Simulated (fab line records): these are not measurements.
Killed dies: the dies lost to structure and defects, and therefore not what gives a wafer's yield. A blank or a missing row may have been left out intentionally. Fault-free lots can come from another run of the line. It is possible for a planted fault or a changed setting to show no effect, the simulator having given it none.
Split-lot trial + flow n5-finfet + 7 lots, 21 wafers read, on a route of 1938 steps

THE SPLIT
At N5_BEOL_M10_COAT_63 (time 60 s, resist thk 100 nm), the setting spin-rpm was moved away from the recipe's 1500 rpm on 4 of the 21 wafers read, by +2.9% to +10.1%. The other wafers ran this setting at the recipe's value.

FROM THE SPLIT TO THE READING: what the file shows between them, 8 steps
- N5_BEOL_M10_EXPOSE_25: exposes mask V9 (also split here: dose-mj)
- N5_BEOL_M10_PEB_26: peb time 60 s
- N5_BEOL_M10_DEVELOP_27: develop time 30 s
- N5_BEOL_M10_CD_MEAS_28: target cd 70 nm
- N5_BEOL_M10_DESCUM_33: chemistry O2, time 7.9 s
- N5_BEOL_M10_ETCH_65: etches SiARC in CF4, target depth 39 nm, time 65 s
- N5_BEOL_M10_ETCH_66: etches SOC in N2/H2, target depth 120 nm, overetch 24 nm, time 180 s
- N5_BEOL_M10_STRIP_69: strips in N2/H2

THE READING
SOC_of_BEOL_M10_COAT_63.thk-nm (the simulator's own value, which no gauge read), in nm, at N5_BEOL_M10_VIA_ETCH_34 (etches SiCOH lowk in C4F6/O2, target depth 184.5 nm, time 69.2 s). No usual value for it is given in the file. Here, 17 wafers ran the recipe; their average is 92.3 nm with a standard deviation of 0.23 nm.

| wafer  | tool, chamber at the split | spin-rpm as run, rpm | against the recipe | SOC_of_BEOL_M10_COAT_63.thk-nm, nm | against lot-mates on the recipe |
|--------|----------------------------|----------------------|--------------------|------------------------------------|---------------------------------|
| L075.3 | litho-track-04, 0          | 1651                 | +10.1%             | 87.4                               | -4.9                            |
| L075.4 | litho-track-04, 0          | 1500                 | recipe             | 92.4                               | -                               |
| L075.6 | litho-track-04, 0          | 1500                 | recipe             | 92.2                               | -                               |
| L076.3 | litho-track-04, 0          | 1571                 | +4.7%              | 89.8                               | -2.8                            |
| L076.5 | litho-track-04, 0          | 1571                 | +4.7%              | 90.2                               | -2.4                            |
| L076.6 | litho-track-04, 0          | 1500                 | recipe             | 92.6                               | -                               |
| L077.1 | litho-track-01, 0          | 1500                 | recipe             | 92.2                               | -                               |
| L077.3 | litho-track-01, 0          | 1500                 | recipe             | 92.2                               | -                               |
| L077.2 | litho-track-01, 0          | 1544                 | +2.9%              | 91.2                               | -1.0                            |
| L080.2 | litho-track-04, 0          | 1500                 | recipe             | 92.8                               | -                               |
| L080.3 | litho-track-04, 0          | 1500                 | recipe             | 92.4                               | -                               |
| L080.5 | litho-track-04, 0          | 1500                 | recipe             | 92.6                               | -                               |
| L081.3 | litho-track-05, 0          | 1500                 | recipe             | 92.4                               | -                               |
| L081.6 | litho-track-05, 0          | 1500                 | recipe             | 92.4                               | -                               |
| L081.5 | litho-track-05, 0          | 1500                 | recipe             | 92.2                               | -                               |
| L083.1 | litho-track-01, 0          | 1500                 | recipe             | 92                                 | -                               |
| L083.3 | litho-track-01, 0          | 1500                 | recipe             | 92                                 | -                               |
| L083.4 | litho-track-01, 0          | 1500                 | recipe             | 92                                 | -                               |
| L093.1 | litho-track-05, 0          | 1500                 | recipe             | 92                                 | -                               |
| L093.4 | litho-track-05, 0          | 1500                 | recipe             | 92.2                               | -                               |
| L093.5 | litho-track-05, 0          | 1500                 | recipe             | 92.2                               | -                               |

FIT RESULTS
A straight line over all 21 wafers: SOC_of_BEOL_M10_COAT_63.thk-nm changes by -0.479 nm for each +1% of spin-rpm; r = -0.98; the points scatter about the line by 0.24 nm.
The same after taking each lot's own level away (the mean of its wafers on the recipe; 21 wafers): -0.497 nm for each +1%; r = -0.99; scatter 0.17 nm.
On that fit, the largest move of spin-rpm shifts the reading by 5 nm.
Measured against the standard deviation above, the lots' own levels, which go from 92.00 to 92.60 nm, span 2.6 times it.
So the lot-to-lot level changes the slope little: the two slopes agree.
Check: for one of the wafers moved furthest among these (+10.1%), held out of the fit, the line's prediction against its lot-mates is -5.21 nm. Against them it came out at -4.9 nm.

OTHER SPLITS ON THESE WAFERS
Before the reading, these wafers also passed through other splits. Each is held against what the fit with the lots' levels taken away leaves over:
| other split on the same wafers | wafers away from the commonest value | r with SOC_of_BEOL_M10_COAT_63.thk-nm (lot level and that fit taken away) |
|--------------------------------|--------------------------------------|---------------------------------------------------------------------------|
| N5_BEOL_M10_EXPOSE_25 dose-mj  | 12                                   | +0.12                                                                     |

THE WHOLE CHAIN: every reading that the file lists as answering this split, in the file's order
| step                    | what it does                                                         | reading                                                                         | change (the file's fit)               | r (the file's) |
|-------------------------|----------------------------------------------------------------------|---------------------------------------------------------------------------------|---------------------------------------|----------------|
| N5_BEOL_M10_COAT_63     | time 60 s, resist thk 100 nm                                         | SOC_of_BEOL_M10_COAT_63.thk-nm (the simulator's own value, which no gauge read) | -0.482 nm for each +1% of the setting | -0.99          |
| N5_BEOL_M10_ETCH_66     | etches SOC in N2/H2, target depth 120 nm, overetch 24 nm, time 180 s | etch.depth-nm (the simulator's own value, which no gauge read)                  | -0.486 nm for each +1% of the setting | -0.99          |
| N5_BEOL_M10_VIA_ETCH_34 | etches SiCOH lowk in C4F6/O2, target depth 184.5 nm, time 69.2 s     | SOC_of_BEOL_M10_COAT_63.thk-nm (the simulator's own value, which no gauge read) | -0.488 nm for each +1% of the setting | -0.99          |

THE FILE'S OWN FIT
SOC_of_BEOL_M10_COAT_63.thk-nm changes by -0.488 nm for each +1% of spin-rpm, r = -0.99.
